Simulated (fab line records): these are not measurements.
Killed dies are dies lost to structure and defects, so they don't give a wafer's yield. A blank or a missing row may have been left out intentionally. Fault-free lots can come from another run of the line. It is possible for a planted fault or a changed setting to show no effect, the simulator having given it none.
Commonality check across tools :: flow nand-harc :: Sampled: 13 lots, 39 wafers

== WHY THIS WAS OPENED ==
At NHARC_A_ONON_D1_THK_MEAS_08 the reading thk-nm is flagged on 2 of 13 lots. No-fault wafers: 1002 nm, standard deviation 11.
Rule: a lot gets a flag if all its wafers with a number sit over 4 standard deviations from that mean, or if no wafer of it has a number. The other lots count as sound.

lot: L266
measured: day 7 18:10
on: film-metro-01
thk-nm (nm), wafer by wafer: 999 1001 1002
flag: 

lot: L267
measured: day 8 08:58
on: film-metro-01
thk-nm (nm), wafer by wafer: 985 983 984
flag: 

lot: L271
measured: day 10 03:26
on: film-metro-02
thk-nm (nm), wafer by wafer: 1001 1002 1004
flag: 

lot: L273
measured: day 10 22:25
on: film-metro-01
thk-nm (nm), wafer by wafer: 1000 1000 1000
flag: 

lot: L274
measured: day 11 09:58
on: film-metro-01
thk-nm (nm), wafer by wafer: 1008 1006 1009
flag: 

lot: L276
measured: day 12 09:03
on: film-metro-01
thk-nm (nm), wafer by wafer: 993 993 991
flag: 

lot: L278
measured: day 12 16:34
on: film-metro-02
thk-nm (nm), wafer by wafer: 1001 1000 1000
flag: 

lot: L277
measured: day 12 16:34
on: film-metro-01
thk-nm (nm), wafer by wafer: 1018 1018 1017
flag: 

lot: L280
measured: day 13 22:49
on: film-metro-01
thk-nm (nm), wafer by wafer: 990 988 989
flag: 

lot: L281
measured: day 14 09:10
on: film-metro-02
thk-nm (nm), wafer by wafer: 1006 1007 1006
flag: 

lot: L286
measured: day 15 23:42
on: film-metro-02
thk-nm (nm), wafer by wafer: 1626 1624 1625
flag: FLAGGED

lot: L287
measured: day 16 09:05
on: film-metro-01
thk-nm (nm), wafer by wafer: 985 984 985
flag: 

lot: L289
measured: day 17 10:31
on: film-metro-02
thk-nm (nm), wafer by wafer: 1646 1647 1649
flag: FLAGGED
On average the flagged lots' numbers are 1636 nm, which is +634 nm against the usual, or +58 standard deviations.

== LOT BY LOT: THE TOOL USED ==
Before the reading, the record contains 3 process steps out of a 1302-step route. Cell contents, in order: the tool; ch with the chambers the sampled wafers went through; the start.
lot: L266
flag: 
NHARC_P_BONDPAD_DEGAS_25: pvd-sputter-03, day 6 15:22
NHARC_P_BONDPAD_PVD_27: pvd-sputter-03, day 7 17:40 or earlier
NHARC_A_ONON_D1_DEP_06: pecvd-onon-03 ch 0, day 7 17:40

lot: L267
flag: 
NHARC_P_BONDPAD_DEGAS_25: pvd-sputter-01, day 7 06:19
NHARC_P_BONDPAD_PVD_27: pvd-sputter-01, day 8 08:30 or earlier
NHARC_A_ONON_D1_DEP_06: pecvd-onon-02 ch 0, day 8 08:30

lot: L271
flag: 
NHARC_P_BONDPAD_DEGAS_25: pvd-sputter-01, day 8 21:29
NHARC_P_BONDPAD_PVD_27: pvd-sputter-01, day 10 02:55 or earlier
NHARC_A_ONON_D1_DEP_06: pecvd-onon-02 ch 0, day 10 02:55

lot: L273
flag: 
NHARC_P_BONDPAD_DEGAS_25: pvd-sputter-01, day 9 19:08
NHARC_P_BONDPAD_PVD_27: pvd-sputter-01, day 10 22:01 or earlier
NHARC_A_ONON_D1_DEP_06: pecvd-onon-01 ch 0, day 10 22:01

lot: L274
flag: 
NHARC_P_BONDPAD_DEGAS_25: pvd-sputter-01, day 10 07:54
NHARC_P_BONDPAD_PVD_27: pvd-sputter-01, day 11 09:30 or earlier
NHARC_A_ONON_D1_DEP_06: pecvd-onon-02 ch 0, day 11 09:30

lot: L276
flag: 
NHARC_P_BONDPAD_DEGAS_25: pvd-sputter-01, day 11 06:05
NHARC_P_BONDPAD_PVD_27: pvd-sputter-01, day 12 08:40 or earlier
NHARC_A_ONON_D1_DEP_06: pecvd-onon-02 ch 0, day 12 08:40

lot: L278
flag: 
NHARC_P_BONDPAD_DEGAS_25: pvd-sputter-01, day 11 13:55
NHARC_P_BONDPAD_PVD_27: pvd-sputter-01, day 12 16:07 or earlier
NHARC_A_ONON_D1_DEP_06: pecvd-onon-02 ch 0, day 12 16:07

lot: L277
flag: 
NHARC_P_BONDPAD_DEGAS_25: pvd-sputter-02, day 11 14:23
NHARC_P_BONDPAD_PVD_27: pvd-sputter-02, day 12 16:10 or earlier
NHARC_A_ONON_D1_DEP_06: pecvd-onon-03 ch 0, day 12 16:10

lot: L280
flag: 
NHARC_P_BONDPAD_DEGAS_25: pvd-sputter-01, day 12 18:19
NHARC_P_BONDPAD_PVD_27: pvd-sputter-01, day 13 22:18 or earlier
NHARC_A_ONON_D1_DEP_06: pecvd-onon-02 ch 0, day 13 22:18

lot: L281
flag: 
NHARC_P_BONDPAD_DEGAS_25: pvd-sputter-02, day 13 05:30
NHARC_P_BONDPAD_PVD_27: pvd-sputter-02, day 14 08:39 or earlier
NHARC_A_ONON_D1_DEP_06: pecvd-onon-02 ch 0, day 14 08:39

lot: L286
flag: FLAGGED
NHARC_P_BONDPAD_DEGAS_25: pvd-sputter-01, day 14 20:37
NHARC_P_BONDPAD_PVD_27: pvd-sputter-01, day 15 23:11 or earlier
NHARC_A_ONON_D1_DEP_06: pecvd-onon-02 ch 0, day 15 23:11

lot: L287
flag: 
NHARC_P_BONDPAD_DEGAS_25: pvd-sputter-02, day 15 06:37
NHARC_P_BONDPAD_PVD_27: pvd-sputter-02, day 16 08:38 or earlier
NHARC_A_ONON_D1_DEP_06: pecvd-onon-01 ch 0, day 16 08:38

lot: L289
flag: FLAGGED
NHARC_P_BONDPAD_DEGAS_25: pvd-sputter-01, day 16 06:39
NHARC_P_BONDPAD_PVD_27: pvd-sputter-01, day 17 10:04 or earlier
NHARC_A_ONON_D1_DEP_06: pecvd-onon-02 ch 0, day 17 10:04
These steps, and what they do:
- NHARC_P_BONDPAD_DEGAS_25: time 60 s.
- NHARC_P_BONDPAD_PVD_27: deposits Cu, target thk 30 nm, time 20.49 s.
- NHARC_A_ONON_D1_DEP_06: target thk 1000 nm.
- NHARC_A_ONON_D1_THK_MEAS_08: measures by ellipsometry.

== FLAGGED OVER TOTAL, TOOL BY TOOL (the gauges that took the reading come last) ==
step: NHARC_P_BONDPAD_DEGAS_25
tool: pvd-sputter-01
lots run: 9
flagged: 2
share of the flagged lots: all
sound lots run after its first flagged lot: 0

step: NHARC_P_BONDPAD_DEGAS_25
tool: pvd-sputter-02
lots run: 3
flagged: 0
share of the flagged lots: none
sound lots run after its first flagged lot: -

step: NHARC_P_BONDPAD_DEGAS_25
tool: pvd-sputter-03
lots run: 1
flagged: 0
share of the flagged lots: none
sound lots run after its first flagged lot: -

step: NHARC_P_BONDPAD_PVD_27
tool: pvd-sputter-01
lots run: 9
flagged: 2
share of the flagged lots: all
sound lots run after its first flagged lot: 0

step: NHARC_P_BONDPAD_PVD_27
tool: pvd-sputter-02
lots run: 3
flagged: 0
share of the flagged lots: none
sound lots run after its first flagged lot: -

step: NHARC_P_BONDPAD_PVD_27
tool: pvd-sputter-03
lots run: 1
flagged: 0
share of the flagged lots: none
sound lots run after its first flagged lot: -

step: NHARC_A_ONON_D1_DEP_06
tool: pecvd-onon-01
lots run: 2
flagged: 0
share of the flagged lots: none
sound lots run after its first flagged lot: -

step: NHARC_A_ONON_D1_DEP_06
tool: pecvd-onon-02
lots run: 9
flagged: 2
share of the flagged lots: all
sound lots run after its first flagged lot: 0

step: NHARC_A_ONON_D1_DEP_06
tool: pecvd-onon-03
lots run: 2
flagged: 0
share of the flagged lots: none
sound lots run after its first flagged lot: -

step: NHARC_A_ONON_D1_THK_MEAS_08
tool: film-metro-01
lots run: 8
flagged: 0
share of the flagged lots: none
sound lots run after its first flagged lot: -

step: NHARC_A_ONON_D1_THK_MEAS_08
tool: film-metro-02
lots run: 5
flagged: 2
share of the flagged lots: all
sound lots run after its first flagged lot: 0
Because NHARC_P_BONDPAD_PVD_27 lacks a start for some lots, the hours and order of its lots are taken from NHARC_A_ONON_D1_DEP_06.

== WHAT IS ALLOWED BY THE TABLE ==
4 rows of the table ran every flagged lot: pvd-sputter-01 at NHARC_P_BONDPAD_DEGAS_25, pvd-sputter-01 at NHARC_P_BONDPAD_PVD_27, pecvd-onon-02 at NHARC_A_ONON_D1_DEP_06, film-metro-02 at NHARC_A_ONON_D1_THK_MEAS_08.
- pvd-sputter-01 at NHARC_P_BONDPAD_DEGAS_25: 2 of its 9 lots flagged. Last sound lot L280 at day 12 18:19, first flagged lot L286 at day 14 20:37; a fault beginning in between fits.
- pvd-sputter-01 at NHARC_P_BONDPAD_PVD_27: 2 of its 9 lots flagged. Last sound lot L280 at day 13 22:18, first flagged lot L286 at day 15 23:11; a fault beginning in between fits.
- pecvd-onon-02 at NHARC_A_ONON_D1_DEP_06: 2 of its 9 lots flagged. Last sound lot L281 at day 14 08:39, first flagged lot L286 at day 15 23:11; a fault beginning in between fits.
- film-metro-02 at NHARC_A_ONON_D1_THK_MEAS_08: 2 of its 5 lots flagged. Last sound lot L281 at day 14 09:10, first flagged lot L286 at day 15 23:42; a fault beginning in between fits.
A lot count leaves these 3 tools indistinguishable: every one of them fits a fault beginning at some hour. More lots, or a look at what each step does to the wafer, might.

== WHAT THE SIMULATOR HAD PUT IN ==
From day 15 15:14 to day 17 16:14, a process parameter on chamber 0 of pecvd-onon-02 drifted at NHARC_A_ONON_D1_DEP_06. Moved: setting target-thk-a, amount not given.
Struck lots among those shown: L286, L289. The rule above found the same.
